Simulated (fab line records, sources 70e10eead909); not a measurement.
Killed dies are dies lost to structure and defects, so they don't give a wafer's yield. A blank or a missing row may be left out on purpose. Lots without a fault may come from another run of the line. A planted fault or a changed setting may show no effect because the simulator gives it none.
Chamber matching | flow nand_harc | NHARC_A_BLC_STRIP_29 on rie_diel-07: 4 sister chambers
The step strips in CF4. 14 wafers are shown with their chamber, then 7 later ones without.

WAFERS WITH THEIR CHAMBER
wafer  | chamber | showerhead_plenum_p_Torr (Torr) | drypump_motor_current_A (A) | oes_product_au (a.u.)
L443.1 | 0       | 1.84                            | 6.3                         | 0.993
L443.3 | 3       | 1.79                            | 5.3                         | 1.012
L443.4 | 2       | 1.72                            | 5.3                         | 1.010
L461.2 | 0       | 1.84                            | 6.3                         | 0.990
L461.3 | 2       | 1.72                            | 5.3                         | 0.987
L461.6 | 1       | 1.68                            | 4.9                         | 1.011
L460.1 | 1       | 1.68                            | 5.0                         | 1.016
L460.2 | 2       | 1.71                            | 5.3                         | 1.008
L460.6 | 1       | 1.68                            | 5.0                         | 1.019
L462.1 | 0       | 1.84                            | 6.3                         | 1.002
L462.3 | 2       | 1.71                            | 5.4                         | 0.999
L462.5 | 3       | 1.79                            | 5.3                         | 0.997
L464.1 | 0       | 1.84                            | 6.3                         | 0.994
L464.4 | 3       | 1.79                            | 5.3                         | 0.996

SIGNATURES (means of the wafers above)
reading                  | chamber 0 | chamber 1 | chamber 2 | chamber 3 | scatter within a chamber
showerhead_plenum_p_Torr | 1.8400    | 1.6800    | 1.7150    | 1.7900    | 0.00316
drypump_motor_current_A  | 6.300     | 4.967     | 5.325     | 5.300     | 0.0376
oes_product_au           | 0.99475   | 1.01533   | 1.00100   | 1.00167   | 0.00776
Rule: a wafer's distance from a chamber is the root of the sum, over the readings, of the square of ((its reading less the chamber's mean) divided by the reading's scatter). The wafer belongs to the nearest chamber; if the next one is less than 2 further off, it can't be placed. The scatter: the root of (the sum of the squares of (reading less its chamber's mean) over the shown wafers, divided by (wafers less chambers)).

WAFERS WITHOUT THEIR CHAMBER
wafer  | showerhead_plenum_p_Torr (Torr) | drypump_motor_current_A (A) | oes_product_au (a.u.)
L464.6 | 1.68                            | 4.9                         | 1.007
L465.3 | 1.84                            | 6.3                         | 0.998
L465.4 | 1.71                            | 5.4                         | 1.006
L465.5 | 1.84                            | 6.3                         | 1.003
L463.2 | 1.71                            | 5.4                         | 0.987
L463.4 | 1.79                            | 5.3                         | 1.001
L463.6 | 1.71                            | 5.3                         | 0.986

WHICH CHAMBER EACH WENT THROUGH
wafer  | from the rows above | in truth
L464.6 | 1                   | 1
L465.3 | 0                   | 0
L465.4 | 2                   | 2
L465.5 | 0                   | 0
L463.2 | 2                   | 2
L463.4 | 3                   | 3
L463.6 | 2                   | 2
Placed correctly: 7 of 7. Can't be placed from these rows: 0. Placed wrongly: 0.
